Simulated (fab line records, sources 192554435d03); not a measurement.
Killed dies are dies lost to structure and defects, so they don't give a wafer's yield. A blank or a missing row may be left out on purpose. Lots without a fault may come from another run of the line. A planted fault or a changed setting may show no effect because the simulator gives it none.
One fault seen from 3 desks | flow n5_finfet | each desk has only its own numbers; what lay behind them comes last

THE DEFECT DESK
What the inspections along the route counted, lot by lot: means of the sampled wafers that have a number. A lot is out of limits, marked OUT, if its mean lies more than 4 standard deviations from the usual mean; the brackets give that distance.
Columns: A = raw_defect_count at N5_BEOL_M15_INSPECT_30, usual 1.9
lot  | first seen here | A
L142 | day 11 07:17    | 3.0
L147 | day 13 19:38    | 1.0
L150 | day 14 01:33    | 2.7
L158 | day 16 07:52    | 2.7
L162 | day 16 18:13    | 3.0
L165 | day 18 11:10    | 2.3
This desk's finding: nothing out of limits on any of the 6 lots.

THE TOOL OWNER'S DESK: rie_diel-03
The tool's own readings at N5_BEOL_M15_ETCH_38 (etches SiCN in CF4/N2, target depth 106.4 nm, time 120.5 s): means of the sampled wafers that have a number, for each lot that ran on this tool. A lot is out of limits, marked OUT, if its mean lies more than 4 standard deviations from the usual mean; the brackets give that distance.
Columns: A = bias_w at N5_BEOL_M15_ETCH_38, usual 70.00 W; B = drypump_motor_current_A at N5_BEOL_M15_ETCH_38, usual 5.8 A; C = oes_product_au at N5_BEOL_M15_ETCH_38, usual 0.79 a.u.; D = rf_vpp_V at N5_BEOL_M15_ETCH_38, usual 382.2 V; E = showerhead_plenum_p_Torr at N5_BEOL_M15_ETCH_38, usual 2.20 Torr; F = throttle_valve_pct at N5_BEOL_M15_ETCH_38, usual 15.43 %
lot  | first seen here | A     | B   | C    | D     | E    | F
L147 | day 13 20:53    | 70.06 | 5.8 | 0.73 | 381.0 | 2.17 | 15.29
L150 | day 14 03:48    | 69.99 | 5.8 | 0.71 | 380.5 | 2.17 | 15.48
L165 | day 18 11:56    | 70.10 | 5.9 | 0.73 | 380.5 | 2.14 | 15.46
This desk's finding: nothing out of limits on any of the 3 lots.

THE METROLOGY DESK
What the gauges read, lot by lot, whatever tool the lot ran on: means of the sampled wafers that have a number. A lot is out of limits, marked OUT, if its mean lies more than 4 standard deviations from the usual mean; the brackets give that distance.
Columns: A = cd_nm at N5_BEOL_M15_CD_MEAS_28, usual 407.0 nm; B = M15_OVL at N5_BEOL_M15_OVL_MEAS_29, usual 2 nm
lot  | first seen here | A     | B
L142 | day 11 07:13    | 404.4 | 6
L147 | day 13 19:34    | 406.0 | 4
L150 | day 14 01:30    | 408.2 | 0
L158 | day 16 07:48    | 406.2 | -2
L162 | day 16 18:10    | 406.6 | 6
L165 | day 18 11:06    | 405.6 | 1
This desk's finding: nothing out of limits on any of the 6 lots.

PUT TOGETHER
The defect desk saw nothing out of limits.
The tool owner's desk saw nothing out of limits.
The metrology desk saw nothing out of limits.

WHAT THE SIMULATOR HAD PUT IN
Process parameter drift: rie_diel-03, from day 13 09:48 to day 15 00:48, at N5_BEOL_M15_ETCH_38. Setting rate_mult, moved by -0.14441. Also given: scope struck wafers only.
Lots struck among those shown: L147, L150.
